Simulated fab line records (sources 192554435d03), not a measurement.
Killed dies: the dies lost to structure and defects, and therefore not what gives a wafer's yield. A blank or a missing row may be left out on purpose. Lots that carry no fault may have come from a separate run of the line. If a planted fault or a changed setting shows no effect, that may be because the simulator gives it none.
Which tool is to blame? -- flow n5Finfet -- 24 lots, 72 wafers sampled, at 4 steps of a route of 1938

WHAT THE GAUGES SHOWED, per wafer
N5_BEOL_M4_CD_MEAS_18: pitch 36 nm, target cd 18 nm. Usual: 17.9 nm for cdNm, sd 0.41.
lot,measured,on,cdNm (nm),flag
L074,day 7 10:01,cdSem-01,17.5 17.6 18.0,
L077,day 7 21:14,cdSem-03,17.8 18.4 18.4,
L075,day 8 00:52,cdSem-03,18.3 17.7 17.4,
L076,day 8 05:40,cdSem-03,18.0 17.6 17.8,
L078,day 8 10:29,cdSem-01,18.6 17.7 18.6,
L079,day 9 19:17,cdSem-01,18.2 17.4 18.0,
L080,day 9 19:36,cdSem-02,18.0 17.6 17.8,
L082,day 10 00:49,cdSem-03,18.1 18.0 17.9,
L081,day 10 01:28,cdSem-01,17.3 17.4 17.9,
L083,day 10 05:14,cdSem-01,18.1 17.7 17.8,
L084,day 10 11:53,cdSem-01,18.8 18.3 18.4,
L085,day 10 15:40,cdSem-03,17.4 17.5 17.7,
L087,day 11 08:36,cdSem-01,18.2 18.5 17.3,
L088,day 11 09:27,cdSem-01,18.0 17.6 17.6,
L086,day 11 11:49,cdSem-01,17.6 17.3 18.4,
L089,day 11 12:19,cdSem-01,17.9 17.7 17.5,
L090,day 11 18:47,cdSem-02,18.5 18.0 18.5,
L091,day 12 00:28,cdSem-03,17.5 17.2 17.4,
L092,day 12 17:22,cdSem-03,17.6 17.8 17.1,
L093,day 13 00:02,cdSem-02,18.3 18.3 18.6,
L095,day 13 04:44,cdSem-03,17.2 17.7 17.4,
L094,day 13 05:51,cdSem-03,17.7 18.0 18.1,
L096,day 13 12:26,cdSem-02,18.4 18.1 17.1,
L097,day 14 23:26,cdSem-01,18.1 18.5 18.8,

N5_BEOL_M4_OVL_MEAS_29. Usual: V3_OVL 0.4 nm, standard deviation 0.69.
lot,measured,on,V3_OVL (nm),flag
L074,day 7 10:29,overlay-01,0.0 -0.1 0.1,
L077,day 7 21:43,overlay-01,-0.2 -0.8 -0.6,
L075,day 8 01:20,overlay-01,1.0 0.7 0.6,
L076,day 8 06:01,overlay-01,0.3 0.8 0.9,
L078,day 8 10:51,overlay-02,1.5 2.4 1.1,
L079,day 9 19:46,overlay-01,0.3 0.1 -0.7,
L080,day 9 20:05,overlay-02,0.3 -0.5 -1.1,
L082,day 10 01:17,overlay-01,0.1 -0.3 0.2,
L081,day 10 01:56,overlay-01,0.5 1.6 1.1,
L083,day 10 05:35,overlay-02,0.6 -0.3 1.0,
L084,day 10 12:22,overlay-02,0.5 -0.2 -0.2,
L085,day 10 16:01,overlay-02,0.0 0.3 0.4,
L087,day 11 09:05,overlay-01,0.4 1.1 1.6,
L088,day 11 09:56,overlay-01,1.1 0.0 1.1,
L086,day 11 12:17,overlay-01,0.3 0.3 0.5,
L089,day 11 12:40,overlay-02,0.6 0.7 0.7,
L090,day 11 19:16,overlay-01,0.8 -0.5 -0.1,
L091,day 12 00:57,overlay-02,1.0 0.2 0.9,
L092,day 12 17:51,overlay-02,1.0 0.8 0.6,
L093,day 13 00:23,overlay-02,0.0 -0.7 0.0,
L095,day 13 05:13,overlay-01,1.7 1.4 0.9,
L094,day 13 06:13,overlay-01,0.4 -0.7 0.3,
L096,day 13 12:55,overlay-01,0.3 -0.6 0.2,
L097,day 14 23:48,overlay-01,-0.1 0.6 0.0,

N5_BEOL_M4_OCD_MEAS_38. Usual: 55.2 nm for trenchDepthNm, sd 0.93.
lot,measured,on,trenchDepthNm (nm),flag
L074,day 7 15:23,ocd-02,55.8 54.9 55.4,
L077,day 8 05:10,ocd-02,52.9 56.7 54.5,
L075,day 8 08:49,ocd-01,54.1 55.4 55.4,
L076,day 8 08:56,ocd-02,54.5 55.5 55.5,
L078,day 8 21:40,ocd-02,54.8 55.5 55.2,
L079,day 9 23:34,ocd-02,54.3 55.0 54.5,
L080,day 10 00:13,ocd-01,55.0 54.7 55.8,
L082,day 10 04:11,ocd-02,56.8 56.5 53.1,
L081,day 10 07:02,ocd-02,55.1 55.4 55.4,
L083,day 10 10:29,ocd-01,55.6 55.5 54.9,
L084,day 11 07:43,ocd-01,53.9 57.3 55.1,
L085,day 11 07:35,ocd-01,54.2 54.7 55.1,
L087,day 11 10:49,ocd-01,57.0 55.7 57.0,
L088,day 11 11:23,ocd-01,54.0 54.6 53.9,
L086,day 11 14:20,ocd-02,55.2 55.2 55.8,
L089,day 11 18:21,ocd-02,55.9 55.6 55.5,
L090,day 12 00:32,ocd-01,55.8 55.7 54.9,
L091,day 12 11:15,ocd-01,53.0 55.8 53.3,
L092,day 12 19:46,ocd-01,53.3 54.2 54.3,
L093,day 13 06:18,ocd-02,55.2 55.2 55.0,
L095,day 13 22:49,ocd-01,54.5 55.3 55.2,
L094,day 14 04:40,ocd-01,55.0 54.6 55.3,
L096,day 14 07:41,ocd-02,54.5 53.8 56.2,
L097,day 15 07:45,ocd-01,55.3 57.2 57.4,

EACH LOT AND THE TOOL THAT RAN IT (in order: tool; ch and the chambers of the sampled wafers; start)
lot,N5_BEOL_M4_ETCH_64
L074,"rieDiel-06 ch 2,3, day 7 09:37"
L077,"rieDiel-01 ch 1,3, day 7 20:53"
L075,"rieDiel-02 ch 0,1,2, day 8 00:26"
L076,"rieDiel-01 ch 0,1,2, day 8 05:13"
L078,"rieDiel-01 ch 2,3, day 8 10:05"
L079,"rieDiel-01 ch 1,2,3, day 9 18:55"
L080,"rieDiel-06 ch 0,3, day 9 19:10"
L082,"rieDiel-01 ch 0,2,3, day 10 00:28"
L081,"rieDiel-06 ch 0,3, day 10 01:05"
L083,"rieDiel-01 ch 0,1,3, day 10 04:51"
L084,"rieDiel-02 ch 0,2,3, day 10 11:31"
L085,"rieDiel-06 ch 0,1,3, day 10 15:17"
L087,"rieDiel-01 ch 1,2,3, day 11 08:15"
L088,"rieDiel-06 ch 0,2,3, day 11 09:01"
L086,"rieDiel-01 ch 0,2,3, day 11 11:27"
L089,"rieDiel-01 ch 0,1,3, day 11 11:51"
L090,"rieDiel-02 ch 0,1, day 11 18:25"
L091,"rieDiel-06 ch 0,2,3, day 12 00:05"
L092,"rieDiel-06 ch 1,2, day 12 17:00"
L093,"rieDiel-01 ch 0,2,3, day 12 23:36"
L095,"rieDiel-06 ch 0,1,2, day 13 04:23"
L094,"rieDiel-02 ch 1,2,3, day 13 05:30"
L096,"rieDiel-01 ch 1,2,3, day 13 11:52"
L097,"rieDiel-01 ch 1,2,3, day 14 23:04"
- N5_BEOL_M4_ETCH_64: etches SOC in N2/H2, target depth 75 nm, overetch 22.5 nm, time 121.9 s.

WHAT THE TOOLS THEMSELVES READ (means of the sampled wafers that have a number; where no wafer has one, the mark that the record gives instead)
N5_BEOL_M4_ETCH_64. Usual: drypumpMotorCurrentA 5.6 A, standard deviation 0.3; oesProductAu 0.59 a.u., standard deviation 0.054; rfVppV 523.7 V, standard deviation 2; showerheadPlenumPTorr 2.54 Torr, standard deviation 0.066; throttleValvePct 17.95 %, standard deviation 0.21.
lot,tool,drypumpMotorCurrentA (A),oesProductAu (a.u.),rfVppV (V),showerheadPlenumPTorr (Torr),throttleValvePct (%),flag
L074,rieDiel-06,5.6,0.57,522.8,2.51,17.98,
L077,rieDiel-01,5.7,0.60,524.1,2.54,17.83,
L075,rieDiel-02,5.6,0.57,522.0,2.46,17.93,
L076,rieDiel-01,5.7,0.64,524.8,2.58,17.81,
L078,rieDiel-01,5.7,0.57,522.9,2.53,17.99,
L079,rieDiel-01,5.7,0.61,524.4,2.55,17.87,
L080,rieDiel-06,5.4,0.55,523.4,2.55,18.08,
L082,rieDiel-01,5.7,0.59,524.1,2.55,17.98,
L081,rieDiel-06,5.7,0.56,522.1,2.50,18.09,
L083,rieDiel-01,5.7,0.61,524.1,2.55,17.83,
L084,rieDiel-02,5.5,0.55,522.2,2.49,18.15,
L085,rieDiel-06,5.4,0.61,522.7,2.51,17.94,
L087,rieDiel-01,5.7,0.60,524.3,2.55,17.90,
L088,rieDiel-06,5.4,0.54,524.5,2.55,18.05,
L086,rieDiel-01,5.7,0.58,524.0,2.54,18.00,
L089,rieDiel-01,5.7,0.60,524.0,2.55,17.85,
L090,rieDiel-02,5.8,0.57,522.1,2.46,17.82,
L091,rieDiel-06,5.4,0.53,523.6,2.55,18.05,
L092,rieDiel-06,5.1,0.58,525.1,2.57,17.85,
L093,rieDiel-01,5.7,0.57,523.6,2.54,18.03,
L095,rieDiel-06,5.2,0.57,523.9,2.56,17.92,
L094,rieDiel-02,5.2,0.54,522.9,2.52,18.22,
L096,rieDiel-01,5.7,0.59,523.2,2.54,17.93,
L097,rieDiel-01,5.7,0.57,523.6,2.53,17.93,

THE ANSWER, worked out from the rows above alone
Rule: a lot is off if the mean of its wafers that have a number lies more than 3 standard deviations from the usual mean. A lot without any number at a reading at which 4 lots or more have one is off too. Where the step has rows for the other lots, those lots are counted as sound. First the gauges in route order, then the tools' own readings, where a lot's mean is used as printed above. At the first step where some lot is off, the reading lying furthest off is the one used; lots without a number count as furthest.
No lot is off at any reading shown: from this, nothing can be told.

WHAT THE SIMULATOR PUT IN
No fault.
